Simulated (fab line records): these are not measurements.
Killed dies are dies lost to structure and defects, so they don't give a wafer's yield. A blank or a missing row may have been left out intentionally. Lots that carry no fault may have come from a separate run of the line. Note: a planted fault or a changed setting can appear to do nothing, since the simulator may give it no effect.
Chamber matching || flow n5_finfet || ald_sin-02 running N5_MOL_CONTACT_COAG_ALD_131: 4 sister chambers
The step deposits SiO2, target thk 5 nm, pulse time 1 s, co reactant pulse time 1 s. 7 wafers are shown with their chamber, then 7 later ones without.

== WAFERS, EACH WITH ITS CHAMBER ==
{"wafer": "L075.2", "chamber": 0, "heater_power_w (W)": 77, "precursor_pulse_height_rel": 0.997}
{"wafer": "L085.4", "chamber": 1, "heater_power_w (W)": 83, "precursor_pulse_height_rel": 1.001}
{"wafer": "L089.1", "chamber": 3, "heater_power_w (W)": 83, "precursor_pulse_height_rel": 1.029}
{"wafer": "L089.5", "chamber": 1, "heater_power_w (W)": 83, "precursor_pulse_height_rel": 0.993}
{"wafer": "L089.6", "chamber": 2, "heater_power_w (W)": 80, "precursor_pulse_height_rel": 1.009}
{"wafer": "L088.1", "chamber": 2, "heater_power_w (W)": 79, "precursor_pulse_height_rel": 0.977}
{"wafer": "L088.3", "chamber": 3, "heater_power_w (W)": 80, "precursor_pulse_height_rel": 0.985}

== WAFERS WITHOUT THEIR CHAMBER ==
{"wafer": "L088.5", "heater_power_w (W)": 80, "precursor_pulse_height_rel": 1.010}
{"wafer": "L091.2", "heater_power_w (W)": 83, "precursor_pulse_height_rel": 1.009}
{"wafer": "L091.3", "heater_power_w (W)": 81, "precursor_pulse_height_rel": 1.009}
{"wafer": "L091.4", "heater_power_w (W)": 77, "precursor_pulse_height_rel": 1.000}
{"wafer": "L097.1", "heater_power_w (W)": 82, "precursor_pulse_height_rel": 0.971}
{"wafer": "L097.3", "heater_power_w (W)": 78, "precursor_pulse_height_rel": 0.994}
{"wafer": "L097.6", "heater_power_w (W)": 81, "precursor_pulse_height_rel": 0.958}

== WHICH CHAMBER EACH ONE RAN IN ==
{"wafer": "L088.5", "from the rows above": "can't be placed: 2 or 3 or 0 or 1", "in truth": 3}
{"wafer": "L091.2", "from the rows above": "can't be placed: 1 or 3", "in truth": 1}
{"wafer": "L091.3", "from the rows above": "can't be placed: 3 or 2 or 1", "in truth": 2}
{"wafer": "L091.4", "from the rows above": "can't be placed: 0 or 2", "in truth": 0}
{"wafer": "L097.1", "from the rows above": "can't be placed: 1 or 3 or 2", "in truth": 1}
{"wafer": "L097.3", "from the rows above": "can't be placed: 0 or 2 or 3", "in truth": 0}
{"wafer": "L097.6", "from the rows above": "can't be placed: 2 or 3 or 1 or 0", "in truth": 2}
Placed correctly: 0 of 7. Cannot be placed on the basis of these rows: 7; the candidates contain the true chamber in 7. Wrongly placed: 0.
How it was worked out, from the rows above alone: a wafer's distance from a chamber is the root of the sum, over the readings, of the square of ((its reading less the chamber's mean) divided by the reading's scatter). The wafer belongs to the nearest chamber; if the next one is less than 2 further off, it can't be placed. Each chamber's mean is taken over the wafers shown for it. How the scatter is found: for the shown wafers, subtract from each reading the mean of its chamber, square and add these, divide the total by (wafers less chambers), then take the root.
